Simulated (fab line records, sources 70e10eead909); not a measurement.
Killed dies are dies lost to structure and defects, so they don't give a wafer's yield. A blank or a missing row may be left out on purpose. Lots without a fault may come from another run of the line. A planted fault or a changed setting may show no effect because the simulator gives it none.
fab line records | flow nand_harc
record lots=11 wafers=33 last_day=24
route steps=1159 shown A_CHANNEL_HOLE_D1@467 A_CHANNEL_FILL_D1@496 END@1159
lots that met no fault: from a run of the same line without faults
start_h: hours from the record's first day to the start of the lot's first wafer shown | wait_h: hours since the lot's step before | " the same as in the row above | L1.1+2: a row that stands for several wafers | - no value, or no start given | * or withheld: withheld | < > ~ a bound
route shown NAME@n: a module of which the file shows steps, and the number in the route of the first | usual: mean/standard deviation of fault-free wafers | same: alike in all rows | chamber/n: place in a boat | sites: the reading at each site | _std_site: their standard deviation | _edge_site: outer sites' mean less inner sites' | radius_mm: how far each site lies from the wafer's centre | mask NAME#n: copy n | behind: the tool/chamber that last shaped the wafer | hold: why the lot was held/for how many hours/how that ended | device: the transistor (n, p or np) that didn't switch | end of line: the same wafers' tests at the end of the route | a step without rows: its recipe alone | killed: dies lost to structure and defects at the first sort, not the wafer's yield | map: a wafer's dies, x killed, . not, _ none there
set.NAME: the setting as run; set.NAME@STEP: as run at that earlier step | model.NAME: the simulator's own value behind a step, which no gauge read
steps of the route over a sample of lots; a table a step, a row a wafer
services: from which hour (start_h, from the record's first day; less than 0 if before it) a tool's chamber was out of use, for how many hours, and why
## steps
# step NHARC_A_CHANNEL_HOLE_D1_ETCH_39
# recipe target_depth_a=2600 over_etch_frac=0.3 time_s=325 ion_energy_ev=200 n2_flow_sccm=150 h2_flow_sccm=150 ar_flow_sccm=0 rf_w=400 bias_w=150 chemistry=N2/H2
# usual drypump_motor_current_A=5.6/0.43 oes_product_au=0.998/0.0097 rf_vpp_V=431.2/2.6 showerhead_plenum_p_Torr=2.07/0.09 throttle_valve_pct=14.171/0.0096
# columns lot.wafer tool chamber start_h wait_h drypump_motor_current_A oes_product_au rf_hours_counter_h rf_vpp_V showerhead_plenum_p_Torr throttle_valve_pct
L620.2 rie_diel-05 2 - - 5.0 0.999 1 428.5 1.99 14.154
L620.3 " 0 " " 6.0 0.996 1 432.9 2.12 14.171
L620.1 " 1 " " 6.4 0.993 1 431.9 2.09 14.176
L619.3 rie_diel-08 1 - - 6.1 1.011 4 426.3 1.93 14.172
L619.2 " 2 " " 5.5 0.993 4 427.1 1.97 14.170
L619.5 " 1 " " 6.1 0.992 - 426.9 1.93 14.188
L621.3 rie_diel-05 0 - - 6.1 0.992 1 433.7 2.12 14.177
L621.2 " 2 " " 5.0 0.997 1 431.7 1.99 14.146
L621.5 " 0 " " 6.1 0.997 - 433.5 2.12 14.161
L624.4 rie_diel-05 3 - - 5.2 1.002 3 433.3 2.14 14.166
L624.2 " 0 " " 6.0 0.996 3 432.8 2.12 14.169
L624.1 " 1 " " 6.4 1.004 3 431.0 2.09 14.173
L622.2 rie_diel-09 3 - - 5.4 0.981 5 433.8 2.15 14.176
L622.5 " 3 " " 5.5 0.981 - 434.0 2.15 14.171
L622.4 " 0 " " 5.7 1.006 - 428.7 1.94 14.174
L625.3 rie_diel-08 2 - - 5.5 0.999 6 429.5 1.97 14.167
L625.5 " 0 " " 5.6 1.003 - 426.6 1.93 14.164
L625.6 " 1 " " 6.1 1.006 - 427.3 1.93 14.168
L626.1 rie_diel-09 1 - - 5.2 0.988 8 435.7 2.20 14.188
L626.5 " 2 " " 5.7 1.017 - 430.1 1.99 14.175
L626.4 " 3 " " 5.5 0.983 - 434.2 2.15 14.159
L627.1 rie_diel-08 0 - - 5.6 0.996 8 425.6 1.93 14.166
L627.5 " 3 " " 5.4 0.990 - 430.3 2.04 14.184
L627.6 " 0 " " 5.6 0.991 - 426.2 1.93 14.166
L631.3 rie_diel-09 1 - - 5.2 1.002 11 434.1 2.20 14.177
L631.6 " 1 " " 5.2 0.993 - 434.1 2.20 14.147
L631.5 " 3 " " 5.4 0.986 - 432.7 2.14 14.180
L638.3 rie_diel-09 1 - - 5.2 0.993 3 432.7 2.20 14.176
L638.2 " 2 " " 5.7 1.012 3 429.6 1.99 14.177
L638.4 " 2 " " 5.7 1.013 - 429.7 1.99 14.169
L639.3 rie_diel-09 2 - - 5.7 1.014 4 428.5 1.99 14.166
L639.5 " 1 " " 5.2 0.987 - 433.4 2.20 14.166
L639.6 " 3 " " 5.5 0.991 - 433.0 2.14 14.162
# step NHARC_A_CHANNEL_HOLE_D1_ETCH_22
# recipe bias_v=3000 source_w=withheld pressure_mtorr=20 time_s=666.7 ar_flow_sccm=375 c4f8_flow_sccm=89.3 o2_flow_sccm=35.7 temp_c=-20 target_depth_a=16000 chemistry=C4F8/O2/Ar
# usual drypump_motor_current_A=6.0/0.47 showerhead_plenum_p_Torr=3.76/0.073 temp_c=-20.01/0.1 throttle_valve_pct=32.154/0.0094
# columns lot.wafer tool chamber start_h wait_h drypump_motor_current_A rf_hours_counter_h showerhead_plenum_p_Torr temp_c throttle_valve_pct
L620.2 har_etch-02 1 184.76 0.4 6.5 105 3.81 -20.03 32.158
L620.1 " 0 " " 6.1 105 3.66 -20.08 32.149
L620.3 " 0 " " 6.1 - 3.66 -20.05 32.151
L619.2 har_etch-01 1 186.81 0.4 5.2 192 3.82 -20.07 32.152
L619.3 " 1 " " 5.2 - 3.82 -20.16 32.143
L619.5 " 0 " " 5.7 - 3.82 -20.10 32.160
L621.2 har_etch-02 0 189.01 0.4 6.1 109 3.66 -19.92 32.161
L621.3 " 1 " " 6.5 - 3.80 -19.69 32.164
L621.5 " 1 " " 6.5 - 3.80 -19.74 32.147
L624.1 har_etch-02 0 203.84 0.4 6.1 115 3.65 -20.04 32.148
L624.2 " 1 " " 6.5 115 3.80 -19.94 32.161
L624.4 " 0 " " 6.1 - 3.65 -19.97 32.164
L622.2 har_etch-01 0 207.39 0.4 5.7 203 3.82 -20.17 32.162
L622.4 " 0 " " 5.6 - 3.82 -20.24 32.142
L622.5 " 0 " " 5.7 - 3.82 -20.13 32.155
L625.3 har_etch-01 0 212.14 0.4 5.8 - 3.82 -20.03 32.148
L625.6 " 0 " " 5.7 - 3.82 -19.98 32.154
L625.5 " 1 " " 5.2 - 3.82 -20.00 32.152
L626.1 har_etch-01 1 222.75 0.4 5.2 212 3.81 -19.97 32.164
L626.4 " 0 " " 5.7 - 3.81 -19.96 32.152
L626.5 " 1 " " 5.2 - 3.81 -20.08 32.150
L627.1 har_etch-02 0 229.81 0.4 6.1 123 3.65 -19.85 32.151
L627.5 " 0 " " 6.1 - 3.65 -19.87 32.146
L627.6 " 1 " " 6.5 - 3.80 -20.17 32.143
L631.3 har_etch-02 0 251.22 0.4 6.1 - 3.65 -19.90 32.151
L631.5 " 0 " " 6.1 - 3.65 -20.01 32.156
L631.6 " 1 " " 6.5 - 3.79 -19.89 32.160
L638.2 har_etch-02 1 293.23 0.4 6.5 153 3.78 -19.82 32.157
L638.3 " 0 " " 6.1 - 3.63 -19.93 32.157
L638.4 " 1 " " 6.5 - 3.78 -20.00 32.136
L639.3 har_etch-02 1 314.38 0.4 6.5 - 3.78 -20.10 32.162
L639.5 " 1 " " 6.5 - 3.77 -20.14 32.153
L639.6 " 0 " " 6.1 - 3.63 -19.93 32.145
# step NHARC_A_CHANNEL_HOLE_D1_ETCH_23
# recipe bias_v=5000 source_w=withheld pressure_mtorr=20 time_s=819 ar_flow_sccm=375 c4f8_flow_sccm=89.3 o2_flow_sccm=35.7 temp_c=-20 target_depth_a=16000 chemistry=C4F8/O2/Ar
# usual drypump_motor_current_A=5.9/0.47 showerhead_plenum_p_Torr=3.76/0.073 temp_c=-20.01/0.1 throttle_valve_pct=32.156/0.0094
# columns lot.wafer tool chamber start_h wait_h drypump_motor_current_A rf_hours_counter_h showerhead_plenum_p_Torr temp_c throttle_valve_pct
L620.2 har_etch-02 1 185.31 0.5 6.5 106 3.81 -20.13 32.151
L620.1 " 0 " " 6.1 106 3.66 -19.99 32.132
L620.3 " 0 " " 6.1 - 3.66 -20.01 32.156
L619.2 har_etch-01 1 187.38 0.5 5.2 193 3.82 -19.94 32.158
L619.3 " 1 " " 5.2 - 3.82 -19.90 32.153
L619.5 " 0 " " 5.7 - 3.82 -19.94 32.162
L621.2 har_etch-02 0 189.60 0.5 6.1 110 3.66 -19.94 32.156
L621.3 " 1 " " 6.5 - 3.80 -20.02 32.153
L621.5 " 1 " " 6.5 - 3.80 -20.04 32.166
L624.1 har_etch-02 0 204.41 0.5 6.1 115 3.65 -19.98 32.143
L624.2 " 1 " " 6.5 115 3.80 -20.10 32.151
L624.4 " 0 " " 6.1 - 3.65 -19.97 32.151
L622.2 har_etch-01 0 207.95 0.5 5.7 203 3.82 -20.06 32.166
L622.4 " 0 " " 5.7 - 3.82 -20.00 32.157
L622.5 " 0 " " 5.7 - 3.82 -20.14 32.146
L625.3 har_etch-01 0 212.76 0.5 5.6 - 3.82 -19.96 32.153
L625.6 " 0 " " 5.6 - 3.82 -20.10 32.163
L625.5 " 1 " " 5.2 - 3.82 -19.92 32.134
L626.1 har_etch-01 1 223.35 0.5 5.2 213 3.81 -19.80 32.160
L626.4 " 0 " " 5.7 - 3.81 -20.24 32.160
L626.5 " 1 " " 5.3 - 3.81 -19.95 32.162
L627.1 har_etch-02 0 230.37 0.5 6.1 124 3.65 -20.08 32.149
L627.5 " 0 " " 6.1 - 3.65 -20.15 32.154
L627.6 " 1 " " 6.5 - 3.80 -19.96 32.165
L631.3 har_etch-02 0 251.82 0.5 6.1 - 3.65 -20.06 32.158
L631.5 " 0 " " 6.1 - 3.64 -19.98 32.155
L631.6 " 1 " " 6.5 - 3.79 -20.08 32.161
L638.2 har_etch-02 1 293.83 0.5 6.5 153 3.78 -20.02 32.149
L638.3 " 0 " " 6.1 - 3.63 -20.03 32.153
L638.4 " 1 " " 6.5 - 3.78 -19.98 32.163
L639.3 har_etch-02 1 315.00 0.5 6.5 - 3.77 -20.02 32.134
L639.5 " 1 " " 6.5 - 3.77 -20.08 32.153
L639.6 " 0 " " 6.1 - 3.63 -19.82 32.167
# step NHARC_A_CHANNEL_HOLE_D1_INSPECT_40
# usual raw_defect_count=57/19
# columns lot.wafer tool chamber start_h wait_h raw_defect_count
L620.1 defect_inspect-01 - 189.59 - 61
L620.2 " - " " 39
L620.3 " - " " 39
L619.2 defect_inspect-02 - 191.67 - 44
L619.3 " - " " 64
L619.5 " - " " 45
L621.2 defect_inspect-02 - 193.74 - 20
L621.3 " - " " 43
L621.5 " - " " 36
L624.1 defect_inspect-02 - 208.83 - 36
L624.2 " - " " 47
L624.4 " - " " 44
L622.2 defect_inspect-01 - 212.42 - 45
L622.4 " - " " 59
L622.5 " - " " 47
L625.3 defect_inspect-02 - 216.80 - 110
L625.5 " - " " 110
L625.6 " - " " 87
L626.1 defect_inspect-01 - 227.53 - 68
L626.4 " - " " 60
L626.5 " - " " 70
L627.1 defect_inspect-02 - 234.66 - 44
L627.5 " - " " 34
L627.6 " - " " 73
L631.3 defect_inspect-02 - 255.90 - 49
L631.5 " - " " 38
L631.6 " - " " 38
L638.2 defect_inspect-02 - 298.13 - 58
L638.3 " - " " 843
L638.4 " - " " 56
L639.3 defect_inspect-01 - 319.05 - 68
L639.5 " - " " 65
L639.6 " - " " 816
# step NHARC_A_CHANNEL_FILL_D1_ALD_16
# recipe target_thk_a=15 pulse_time_s=10 ald_cycles=15 temp_c=300 material=SiO2
# usual heater_power_w=477/45 precursor_pulse_height_rel=1.002/0.019 susceptor_temp_C=300.02/0.19
# columns lot.wafer tool chamber start_h wait_h heater_power_w precursor_pulse_height_rel susceptor_temp_C
L620.1 ald_hk-03 1 203.19 1.0 463 1.028 300.15
L620.3 " 3 " " 570 1.005 300.36
L620.2 " 0 " " 460 1.006 299.95
L619.3 ald_hk-03 0 203.40 1.2 455 0.978 300.30
L619.2 " 1 " " 453 1.020 299.87
L619.5 " 2 " " 495 0.999 300.16
L621.2 ald_hk-04 3 208.22 0.1 460 1.019 300.00
L621.3 " 0 " " 465 0.980 300.28
L621.5 " 1 " " 419 0.984 300.10
L624.4 ald_hk-04 0 224.01 3.5 490 1.007 299.82
L624.2 " 1 " " 410 1.021 300.00
L624.1 " 2 " " 482 0.975 299.79
L622.2 ald_hk-03 2 224.81 0.0 483 0.973 300.05
L622.4 " 0 " " 443 0.956 299.60
L622.5 " 2 " " 492 1.031 299.95
L625.3 ald_hk-02 1 229.38 0.1 443 0.967 300.12
L625.6 " 3 " " 409 0.980 300.09
L625.5 " 0 " " 513 1.004 299.88
L626.4 ald_hk-04 0 239.96 0.1 492 0.991 300.11
L626.1 " 2 " " 468 1.032 299.92
L626.5 " 0 " " 472 0.989 300.14
L627.1 ald_hk-04 2 247.18 0.0 492 0.980 300.06
L627.5 " 2 " " 485 1.020 300.05
L627.6 " 3 " " 472 0.976 300.14
L631.3 ald_hk-02 1 268.26 0.1 443 1.005 300.11
L631.5 " 2 " " 498 1.001 299.98
L631.6 " 3 " " 420 1.007 299.99
L638.2 ald_hk-04 2 310.53 0.0 484 0.997 299.97
L638.4 " 0 " " 485 1.025 299.88
L638.3 " 1 " " 426 0.998 300.28
L639.3 ald_hk-02 3 331.66 0.3 410 0.996 300.04
L639.5 " 2 " " 510 0.996 300.25
L639.6 " 3 " " 404 1.005 300.26
# step NHARC_END_SORT_01
# recipe temp_c=25
# usual killed_at_array=26/10 killed_at_other=0.5/0.87 killed_at_periphery=3.0/2.5 killed_dies=29/11 killed_open=3.3/1.9 killed_short=1.8/1.5
# same gross_dies=677
# columns lot.wafer tool chamber start_h wait_h killed_at_array killed_at_other killed_at_periphery killed_dies killed_open killed_short
L626.4 prober-02 0 493.73 3.4 27 0 0 27 4 2
L638.2 prober-02 0 558.67 2.8 9 0 2 11 3 1
L638.3 prober-02 0 559.46 3.1 66 0 3 69 0 5
L638.4 prober-02 0 560.26 3.4 11 0 2 13 3 0
L639.3 prober-01 0 575.97 3.1 21 1 6 28 3 3
L639.5 prober-01 0 577.60 3.8 27 1 9 37 4 1
L639.6 prober-01 0 578.41 4.1 67 2 5 74 0 3
# killed by level:class
L626.4 A_CHANNEL_HOLE_D1:chamber_film_flake=17 A_M0:geometric_particle:open=2 A_CONTACT:chamber_film_flake=2 A_CHANNEL_FILL_D1:geometric_particle:open=1 A_WL_FILL:geometric_particle:short=1 A_CONTACT:geometric_particle:open=1 A_CONTACT:geometric_particle:short=1 A_STAIRCASE:chamber_film_flake=1
L638.2 A_STAIRCASE:chamber_film_flake=4 P_CONTACT:geometric_particle:open=1 A_SOURCE_PLATE:geometric_particle:open=1 A_ONON_D1:geometric_particle:short=1 A_M0:geometric_particle:open=1 P_GATE:chamber_film_flake=1 A_CHANNEL_HOLE_D1:chamber_film_flake=1 A_CONTACT:chamber_film_flake=1
L638.3 A_CHANNEL_HOLE_D1:unspecified=55 A_STAIRCASE:chamber_film_flake=3 A_CONTACT:chamber_film_flake=3 A_ONON_D1:geometric_particle:short=2 A_CHANNEL_FILL_D1:geometric_particle:short=2 P_GATE:chamber_film_flake=2 A_M0:geometric_particle:short=1 P_M0:chamber_film_flake=1
L638.4 A_CHANNEL_HOLE_D1:chamber_film_flake=5 A_STAIRCASE:chamber_film_flake=3 P_GATE:geometric_particle:open=1 A_CHANNEL_FILL_D1:geometric_particle:open=1 A_CONTACT:geometric_particle:open=1 P_GATE:chamber_film_flake=1 A_CONTACT:chamber_film_flake=1
L639.3 A_CHANNEL_HOLE_D1:chamber_film_flake=9 A_CONTACT:chamber_film_flake=6 P_STI:chamber_film_flake=3 P_M2:chamber_film_flake=2 P_M2:geometric_particle:open=1 A_ONON_D1:geometric_particle:short=1 A_CHANNEL_HOLE_D1:geometric_particle:short=1 A_WL_FILL:geometric_particle:short=1
L639.5 A_CHANNEL_HOLE_D1:chamber_film_flake=11 P_M2:chamber_film_flake=7 A_STAIRCASE:chamber_film_flake=6 A_CONTACT:chamber_film_flake=3 A_CONTACT:geometric_particle:open=2 A_M0:chamber_film_flake=2 P_CONTACT:geometric_particle:open=1 A_ONON_D1:geometric_particle:short=1
L639.6 A_CHANNEL_HOLE_D1:unspecified=53 A_CONTACT:chamber_film_flake=5 P_STI:chamber_film_flake=3 A_ONON_D1:geometric_particle:short=2 P_M2:chamber_film_flake=2 A_SLIT:chamber_film_flake=2 A_WL_FILL:chamber_film_flake=2 THIN_TSV:chamber_film_flake=2
## services
# columns tool chamber start_h hours kind
rie_diel-09 0 159.62 - clean
rie_diel-05 - 163.64 9.0 pm
rie_diel-08 - 164.97 0.2 repair
rie_diel-08 - 173.37 0.3 repair
ald_hk-04 - 193.15 10.0 pm
rie_diel-09 2 195.21 9.0 repair
rie_diel-09 3 213.82 6.6 repair
ald_hk-04 - 221.09 1.0 repair
rie_diel-05 2 231.38 7.4 repair
rie_diel-08 0 235.06 4.1 repair
rie_diel-09 - 254.10 9.0 pm
rie_diel-05 2 272.31 3.2 repair
ald_hk-02 - 283.79 10.0 pm
rie_diel-08 0 291.63 3.1 repair
rie_diel-09 3 298.58 5.0 repair
rie_diel-09 - 299.07 0.8 repair
rie_diel-08 - 302.07 9.0 pm
har_etch-01 - 305.00 17.0 pm
har_etch-01 0 305.00 17.0 vent_cycle
har_etch-01 1 305.00 17.0 vent_cycle
har_etch-01 0 322.00 - clean
har_etch-01 0 322.00 - consumable_replace:focus_ring
har_etch-01 1 322.00 - clean
har_etch-01 1 322.00 - consumable_replace:focus_ring
## key
first_sign step=NHARC_A_CHANNEL_HOLE_D1_INSPECT_40 reading=raw_defect_count direction=up sigmas=41 usual=57 struck=830
effect step=NHARC_END_SORT_01 reading=killed_at_array direction=up sigmas=4.1 usual=26 struck=66
more_kills_born_at NHARC_A_CHANNEL_HOLE_D1_ETCH_23@har_etch-02=102
met_at NHARC_A_CHANNEL_HOLE_D1_ETCH_23
struck_lots L638,L639
struck_wafers L638.3,L639.6
tester_left_out L638,L639
not_acting_at NHARC_A_CHANNEL_HOLE_D1_ETCH_39,NHARC_A_CHANNEL_HOLE_D1_ETCH_22,NHARC_A_CHANNEL_FILL_D1_ALD_16
onset_between 251.82 293.83
fault kind=chamber_particle_source tool=har_etch-02 chamber=0 onset_h=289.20 steps=NHARC_A_CHANNEL_HOLE_D1_ETCH_23 rate_per_visit_cm2=1.2174 end_h=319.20
# tester_left_out: of these lots the tester's yield and bins aren't shown, on N5 and GAA mostly nor the transistor test; their killed dies are dies lost to structure and defects alone, not to doping, threshold or leakage, so they don't give the yield
